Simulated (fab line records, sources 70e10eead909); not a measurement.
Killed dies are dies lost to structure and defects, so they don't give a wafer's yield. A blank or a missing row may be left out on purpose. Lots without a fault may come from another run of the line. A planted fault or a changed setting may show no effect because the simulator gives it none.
fab line records | flow nand_harc | part 2 of 2: steps 26 to 34 of 34
record lots=5 wafers=15 last_day=31
route steps=1302 shown A_SGD_CUT@894 A_SLIT@922
lots that met no fault: from a run of the same line without faults
start_h: hours from the record's first day to the start of the lot's first wafer shown | wait_h: hours since the lot's step before | " the same as in the row above | L1.1+2: a row that stands for several wafers | - no value, or no start given | * or withheld: withheld | < > ~ a bound
route shown NAME@n: a module of which the file shows steps, and the number in the route of the first | usual: mean/standard deviation of fault-free wafers | same: alike in all rows | chamber/n: place in a boat | sites: the reading at each site | _std_site: their standard deviation | _edge_site: outer sites' mean less inner sites' | radius_mm: how far each site lies from the wafer's centre | mask NAME#n: copy n | behind: the tool/chamber that last shaped the wafer | hold: why the lot was held/for how many hours/how that ended | device: the transistor (n, p or np) that didn't switch | end of line: the same wafers' tests at the end of the route | a step without rows: its recipe alone | killed: dies lost to structure and defects at the first sort, not the wafer's yield | map: a wafer's dies, x killed, . not, _ none there
set.NAME: the setting as run; set.NAME@STEP: as run at that earlier step | model.NAME: the simulator's own value behind a step, which no gauge read
lots at some steps of the route; a table a step, a row a wafer
services: from which hour (start_h, from the record's first day; less than 0 if before it) a tool's chamber was out of use, for how many hours, and why
## steps
# step NHARC_A_SGD_CUT_ETCHBACK_24
# recipe target_depth_a=500 over_etch_frac=0.3 time_s=92.857 ion_energy_ev=120 ch3f_flow_sccm=50 o2_flow_sccm=30 ar_flow_sccm=200 rf_w=500 bias_w=100 chemistry=CH3F/O2
# usual drypump_motor_current_A=5.7/0.41 oes_product_au=0.97/0.032 rf_vpp_V=245.0/1.5 showerhead_plenum_p_Torr=2.50/0.085 throttle_valve_pct=20.663/0.0087
# same time_s=92.857
# columns lot.wafer tool chamber start_h wait_h drypump_motor_current_A oes_product_au rf_hours_counter_h rf_vpp_V showerhead_plenum_p_Torr throttle_valve_pct
L076.2 rie_diel-05 3 451.31 0.1 6.0 1.00 2 244.4 2.47 20.659
L076.3 " 2 " " 5.2 0.98 1 245.8 2.58 20.666
L076.6 " 0 " " 5.6 0.99 - 243.5 2.42 20.657
L074.1 rie_diel-03 3 451.31 0.1 6.0 1.00 15 245.1 2.49 20.659
L074.2 " 1 " " 5.5 1.00 14 244.2 2.44 20.648
L074.6 " 0 " " 5.6 1.01 - 245.5 2.46 20.677
L083.2 rie_diel-05 3 533.95 0.1 6.0 1.01 5 245.5 2.47 20.671
L083.4 " 3 " " 6.0 1.01 - 245.1 2.47 20.661
L083.5 " 0 " " 5.6 1.00 - 244.4 2.41 20.661
L089.1 rie_diel-03 0 609.12 0.1 5.6 0.94 13 244.6 2.46 20.670
L089.3 " 1 " " 5.5 0.93 14 243.6 2.44 20.669
L089.5 " 1 " " 5.5 0.93 - 244.7 2.44 20.669
L090.6 rie_diel-09 3 609.26 0.2 6.2 0.99 - 245.6 2.57 20.657
L090.5 " 1 " " 5.2 0.99 - 246.1 2.55 20.648
L090.4 " 2 " " 5.2 1.00 - 247.8 2.63 20.660
# step NHARC_A_SGD_CUT_STRIP_28
# recipe time_s=20 o2_flow_sccm=500 ar_flow_sccm=0 bias_w=0 chemistry=O2
# usual drypump_motor_current_A=5.8/0.41 oes_product_au=0.999/0.011 rf_vpp_V=57.9/0.86 showerhead_plenum_p_Torr=3.58/0.12 throttle_valve_pct=17.037/0.0092
# same time_s=20
# columns lot.wafer tool chamber start_h wait_h drypump_motor_current_A oes_product_au rf_hours_counter_h rf_vpp_V showerhead_plenum_p_Torr throttle_valve_pct
L074.2 rie_diel-03 0 - - 5.6 1.010 11 58.6 3.54 17.029
L074.1 " 1 " " 5.5 0.999 14 57.8 3.51 17.031
L074.6 " 3 " " 6.0 0.998 - 58.3 3.57 17.047
L076.3 rie_diel-05 0 - - 5.6 0.978 2 57.8 3.47 17.040
L076.2 " 1 " " 6.1 0.979 2 58.4 3.36 17.055
L076.6 " 0 " " 5.6 0.989 - 57.2 3.47 17.048
L083.2 rie_diel-05 3 534.12 0.2 6.0 1.003 5 58.4 3.55 17.050
L083.5 " 3 " " 6.0 1.001 - 57.0 3.55 17.049
L083.4 " 2 " " 5.2 1.001 - 58.5 3.70 17.030
L089.3 rie_diel-03 2 609.29 0.1 5.9 0.989 13 57.1 3.63 17.041
L089.1 " 1 " " 5.5 1.003 14 57.3 3.50 17.021
L089.5 " 0 " " 5.6 1.013 - 58.1 3.53 17.039
L090.6 rie_diel-09 3 609.39 0.1 6.3 1.010 - 58.8 3.68 17.050
L090.5 " 1 " " 5.2 0.998 - 57.8 3.66 17.029
L090.4 " 2 " " 5.2 1.019 - 57.8 3.77 17.039
# step NHARC_A_SGD_CUT_INSPECT_25
# usual raw_defect_count=352/66
# columns lot.wafer tool chamber start_h wait_h raw_defect_count
L074.1 defect_inspect-02 - 451.55 - 271
L074.2 " - " " 404
L074.6 " - " " 421
L076.2 defect_inspect-02 - 451.59 - 339
L076.3 " - " " 352
L076.6 " - " " 497
L083.2 defect_inspect-02 - 534.23 - 498
L083.4 " - " " 466
L083.5 " - " " 347
L089.1 defect_inspect-01 - 609.40 - 370
L089.3 " - " " 332
L089.5 " - " " 330
L090.4 defect_inspect-02 - 609.48 - 241
L090.5 " - " " 265
L090.6 " - " " 258
# step NHARC_A_SLIT_DEP_25
# recipe target_thk_a=2000 temp_c=400 pressure_torr=6.5 rf_w=900 teos_flow_sccm=161.4 flow_sccm=2650 target_thk_nm=200 gas=O2 material=SiO2
# usual heater_power_w=528/84 throttle_valve_pct=15.8/0.47
# columns lot.wafer tool chamber start_h wait_h heater_power_w throttle_valve_pct
L074.2 pecvd-03 1 451.76 0.2 362 16.3
L074.1 " 2 " " 434 15.3
L074.6 " 0 " " 625 15.0
L076.2 pecvd-01 2 451.85 0.3 483 15.9
L076.3 " 1 " " 613 15.9
L076.6 " 2 " " 477 15.8
L083.2 pecvd-04 2 534.37 0.1 700 15.8
L083.4 " 1 " " 696 16.4
L083.5 " 2 " " 690 15.8
L089.3 pecvd-04 2 609.47 0.1 698 16.0
L089.1 " 0 " " 546 16.1
L089.5 " 2 " " 715 16.0
L090.5 pecvd-01 1 609.66 0.2 594 15.8
L090.4 " 2 " " 421 15.7
L090.6 " 0 " " 568 15.6
# step NHARC_A_SLIT_DEP_00
# recipe target_thk_a=62000 temp_c=400 material=aC
# usual throttle_valve_pct=34.999/0.0097
# columns lot.wafer tool chamber start_h wait_h throttle_valve_pct
L074.1 acl_dep-03 0 453.24 - 35.003
L074.2 " 0 " " 34.999
L074.6 " 0 456.41 - 35.014
L076.2 acl_dep-01 0 453.97 - 34.988
L076.3 " 0 " " 34.992
L076.6 " 0 456.48 - 34.996
L083.2 acl_dep-02 0 535.27 - 34.990
L083.4 " 0 536.54 - 34.984
L083.5 " 0 " " 34.997
L089.1 acl_dep-03 0 613.53 - 35.009
L089.3 " 0 614.80 - 34.991
L089.5 " 0 616.06 - 35.008
L090.4 acl_dep-01 0 616.07 - 35.010
L090.5 " 0 " " 35.013
L090.6 " 0 " " 34.986
# step NHARC_A_SLIT_DEP_23
# recipe target_thk_a=1000 target_thk_nm=100 temp_c=400 pressure_torr=3.5 flow_sccm=200 rf_w=350 material=SiON
# usual heater_power_w=757/82
# columns lot.wafer tool chamber start_h wait_h heater_power_w
L074.1 pecvd-01 0 457.09 3.2 701
L074.2 " 1 " " 745
L074.6 " 2 " " 700
L076.3 pecvd-03 2 457.22 2.0 577
L076.2 " 0 " " 818
L076.6 " 1 " " 646
L083.2 pecvd-04 2 538.49 2.6 904
L083.5 " 1 " " 867
L083.4 " 0 " " 640
L089.3 pecvd-03 0 617.38 1.9 697
L089.1 " 1 " " 613
L089.5 " 1 " " 628
L090.5 pecvd-04 0 618.07 0.7 770
L090.4 " 1 " " 898
L090.6 " 2 " " 822
# step NHARC_A_SLIT_DEHYDRATE_01
# recipe temp_c=150 time_s=120
# usual heater_power_total_W=182.6/1.2
# same time_s=120
# columns lot.wafer tool chamber start_h wait_h heater_power_total_W
L074.1 litho_track-06 0 457.34 0.2 183.5
L074.2 " 0 " " 182.5
L074.6 " 0 " " 181.4
L076.2 litho_track-01 0 457.46 0.2 183.8
L076.3 " 0 " " 180.6
L076.6 " 0 " " 184.0
L083.2 litho_track-06 0 538.73 0.2 182.3
L083.4 " 0 " " 181.1
L083.5 " 0 " " 183.4
L089.1 litho_track-04 0 617.62 0.2 182.6
L089.3 " 0 " " 183.8
L089.5 " 0 " " 183.4
L090.4 litho_track-01 0 618.25 0.1 181.0
L090.5 " 0 " " 182.0
L090.6 " 0 " " 183.0
# step NHARC_A_SLIT_HMDS_02
# recipe time_s=30
# same time_s=30
# columns lot.wafer tool chamber start_h wait_h
L074.1+2+6 litho_track-06 0 - -
L076.2+3+6 litho_track-01 0 - -
L083.2+4+5 litho_track-06 0 - -
L089.1+3+5 litho_track-04 0 - -
L090.4+5+6 litho_track-01 0 - -
# step NHARC_A_SLIT_COAT_03
# recipe spin_rpm=1500 resist_thk_nm=90
# columns lot.wafer tool chamber start_h wait_h
L074.1+2+6 litho_track-06 0 - -
L076.2+3+6 litho_track-01 0 - -
L083.2+4+5 litho_track-06 0 - -
L089.1+3+5 litho_track-04 0 - -
L090.4+5+6 litho_track-01 0 - -
## services
# columns tool chamber start_h hours kind
wet_bench-02 - 420.22 8.0 pm
rie_diel-05 2 439.92 6.4 repair
rie_diel-03 0 453.88 6.7 repair
rie_diel-03 1 455.48 5.2 repair
rie_diel-03 2 456.07 6.8 repair
rie_diel-03 - 458.32 9.0 pm
rie_diel-03 3 471.07 6.6 repair
rie_diel-09 - 497.10 9.0 pm
litho_track-01 - 505.00 7.0 pm
wet_bench-07 - 512.00 8.0 pm
rie_diel-05 0 516.17 3.4 repair
wet_bench-09 - 528.80 8.0 pm
rie_diel-05 1 528.97 7.0 repair
litho_track-06 - 529.00 7.0 pm
rie_diel-09 - 532.42 2.3 repair
rie_diel-05 - 540.57 0.5 repair
rie_diel-03 0 549.48 8.5 repair
litho_track-04 - 553.00 7.0 pm
rie_diel-05 - 559.26 0.2 repair
rie_diel-05 - 583.60 9.0 pm
rie_diel-05 1 604.13 9.0 repair
rie_diel-03 3 605.76 18.8 repair
rie_diel-09 0 607.70 6.0 repair
rie_diel-09 1 613.34 5.3 repair
